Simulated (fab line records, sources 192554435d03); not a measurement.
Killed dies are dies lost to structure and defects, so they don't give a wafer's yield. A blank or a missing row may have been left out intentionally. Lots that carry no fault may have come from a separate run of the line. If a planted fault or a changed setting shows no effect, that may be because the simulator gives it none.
2 desks looking at one fault ; flow n5Finfet ; every desk sees just its own numbers, and what lay behind them comes last

== AT THE METROLOGY DESK ==
Means of the sampled wafers that have a number, per lot and without regard to the tool the lot ran on: this is what the gauges read. A lot is out of limits, marked OUT, if its mean lies more than 4 standard deviations from the usual mean; the brackets give that distance. It has 11 readings; the 7 that lie furthest out on some lot are the ones shown.
Columns: A = DIBL_N at N5_BEOL_M4_RC_MEAS_101, usual 36.5 mV/V; B = DIBL_P at N5_BEOL_M4_RC_MEAS_101, usual 36.6 mV/V; C = IOFF_N at N5_BEOL_M4_RC_MEAS_101, usual 0.160 nA/um; D = IOFF_P at N5_BEOL_M4_RC_MEAS_101, usual 0.217 nA/um; E = ION_N at N5_BEOL_M4_RC_MEAS_101, usual 674 uA/um; F = SS_P at N5_BEOL_M4_RC_MEAS_101, usual 73.4 mV/dec; G = VT_N at N5_BEOL_M4_RC_MEAS_101, usual 250.0 mV
lot;first seen here;A;B;C;D;E;F;G
L286;day 3 10:02;38.1;37.7;0.170;0.235;675;73.4;250.1
L287;day 3 18:51;35.0;36.3;0.145;0.201;667;72.9;250.4
L289;day 4 03:59;34.5;35.0;0.147;0.214;678;73.2;250.4
L292;day 5 04:07;36.0;36.0;0.156;0.228;673;73.3;249.1
L293;day 5 04:49;37.2;36.1;0.161;0.233;670;73.6;250.8
L296;day 5 22:33;37.9;36.9;0.187;0.236;681;73.7;246.4
L295;day 5 23:38;36.9;34.8;0.155;0.205;677;73.0;249.7
L303;day 7 16:19;35.7;34.9;0.119;0.176;658;72.7;254.2
L304;day 8 00:22;35.9;37.8;0.157;0.210;669;73.8;250.0
L306;day 8 10:06;35.1;34.0;0.128;0.182;667;72.2;252.9
Finding of this desk: none of the 10 lots has anything out of limits.

== THE TOOL OWNER'S DESK: remotePlasma-01 ==
The tool's own readings at N5_ILD0_PRECLEAN_10 (cleans in NF3:NH3, afs cycles 5, time 20 s, sublimation time 60 s): means of the sampled wafers that have a number, for each lot that ran on this tool. A lot is out of limits, marked OUT, if its mean lies more than 4 standard deviations from the usual mean; the brackets give that distance.
Columns: A = rfPowerW at N5_ILD0_PRECLEAN_10, usual 29.96 W; B = tempC at N5_ILD0_PRECLEAN_10, usual 30.02 C
lot;first seen here;A;B
L286;day 3 14:12;29.97;29.98
L289;day 4 08:40;29.92;30.12
L292;day 5 08:20;30.10;29.90
L295;day 6 03:52;29.99;30.00
L303;day 7 20:53;29.79;30.09
L304;day 8 06:40;29.98;29.98
L306;day 8 14:14;29.87;30.14
Finding of this desk: none of the 7 lots has anything out of limits.

== BROUGHT TOGETHER ==
From the metrology desk's view, nothing was out of limits.
The desk of the tool owner found nothing out of limits.

== WHAT THE SIMULATOR PUT IN ==
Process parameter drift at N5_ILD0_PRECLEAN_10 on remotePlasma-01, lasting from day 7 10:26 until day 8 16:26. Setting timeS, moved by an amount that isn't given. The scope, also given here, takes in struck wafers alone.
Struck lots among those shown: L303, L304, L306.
